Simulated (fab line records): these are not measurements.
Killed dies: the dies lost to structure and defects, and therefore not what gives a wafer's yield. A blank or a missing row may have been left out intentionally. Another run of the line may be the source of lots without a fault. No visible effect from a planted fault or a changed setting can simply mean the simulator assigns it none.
Which of the tools did it? :: flow nandHarc :: 6 lots, 18 wafers sampled, at 5 steps of a route of 1159

WHAT THE GAUGES SHOWED, per wafer
NHARC_END_SORT_01.
lot: L758
measured: day 23 04:03
on: prober-02
killedAtArray: 671 676 672

lot: L762
measured: day 23 11:52
on: prober-01
killedAtArray: 672 676 670

EACH LOT AND THE TOOL THAT RAN IT (in order: tool; ch and the chambers of the sampled wafers; start)
lot: L748
NHARC_A_STAIRCASE_TRIM_189: rieDiel-07 ch 0,1,3, day 11 12:07 or earlier
NHARC_A_STAIRCASE_ETCH_192: rieDiel-07 ch 1,2,3, day 11 12:07 or earlier
NHARC_A_STAIRCASE_ETCH_201: rieDiel-07 ch 1,2,3, day 11 12:07
NHARC_A_STAIRCASE_STRIP_205: plasmaAsher-01 ch 0,1, day 11 12:58

lot: L758
NHARC_A_STAIRCASE_TRIM_189: rieDiel-13 ch 2,3, day 14 08:52 or earlier
NHARC_A_STAIRCASE_ETCH_192: rieDiel-13 ch 0,2,3, day 14 08:52 or earlier
NHARC_A_STAIRCASE_ETCH_201: rieDiel-13 ch 0,3, day 14 08:52
NHARC_A_STAIRCASE_STRIP_205: plasmaAsher-02 ch 1, day 14 09:28

lot: L762
NHARC_A_STAIRCASE_TRIM_189: rieDiel-07 ch 0,3, day 14 18:32 or earlier
NHARC_A_STAIRCASE_ETCH_192: rieDiel-07 ch 1,2,3, day 14 18:32 or earlier
NHARC_A_STAIRCASE_ETCH_201: rieDiel-07 ch 2,3, day 14 18:32
NHARC_A_STAIRCASE_STRIP_205: plasmaAsher-01 ch 0,1, day 14 19:00

lot: L763
NHARC_A_STAIRCASE_TRIM_189: rieDiel-06 ch 0,1,3, day 15 02:54 or earlier
NHARC_A_STAIRCASE_ETCH_192: rieDiel-06 ch 0,2,3, day 15 02:54 or earlier
NHARC_A_STAIRCASE_ETCH_201: rieDiel-06 ch 2,3, day 15 02:54
NHARC_A_STAIRCASE_STRIP_205: plasmaAsher-02 ch 0,1, day 15 03:23

lot: L767
NHARC_A_STAIRCASE_TRIM_189: rieDiel-06 ch 1,2, day 16 04:55 or earlier
NHARC_A_STAIRCASE_ETCH_192: rieDiel-06 ch 0,1,3, day 16 04:55 or earlier
NHARC_A_STAIRCASE_ETCH_201: rieDiel-13 ch 1,2, day 16 04:55
NHARC_A_STAIRCASE_STRIP_205: plasmaAsher-01 ch 0,1, day 16 05:55

lot: L770
NHARC_A_STAIRCASE_TRIM_189: rieDiel-13 ch 0,2, day 16 17:01 or earlier
NHARC_A_STAIRCASE_ETCH_192: rieDiel-13 ch 0,1,3, day 16 17:01 or earlier
NHARC_A_STAIRCASE_ETCH_201: rieDiel-13 ch 1,2,3, day 16 17:01
NHARC_A_STAIRCASE_STRIP_205: plasmaAsher-02 ch 0,1, day 16 17:34
- NHARC_A_STAIRCASE_TRIM_189: chemistry O2, time 211.2 s.
- NHARC_A_STAIRCASE_ETCH_192: etches the open film in C4F8/O2, target depth 100 nm, time 40.5 s.
- NHARC_A_STAIRCASE_ETCH_201: etches the open film in C4F8/O2, target depth 100 nm, time 40.5 s.
- NHARC_A_STAIRCASE_STRIP_205: strips in O2.

THE ANSWER, worked out from the rows above alone
Rule: usual is defined by the lots themselves. Put in order of their means at a reading, lots are off if they are a third of the lots or fewer, leave a main group of 4 or more, and stand apart from it by a gap of 3 or more times the standard deviation of the main group's means; of several such gaps the widest counts. A main group is skipped when, at the precision printed for the reading in the tables above, its means are all equal. A lot without any number at a reading at which 4 lots or more have one is off too. Where the step has rows for the other lots, those lots are counted as sound.
Across all readings shown, no lot is off: no conclusion can be drawn from this.

WHAT THE SIMULATOR HAD PUT IN
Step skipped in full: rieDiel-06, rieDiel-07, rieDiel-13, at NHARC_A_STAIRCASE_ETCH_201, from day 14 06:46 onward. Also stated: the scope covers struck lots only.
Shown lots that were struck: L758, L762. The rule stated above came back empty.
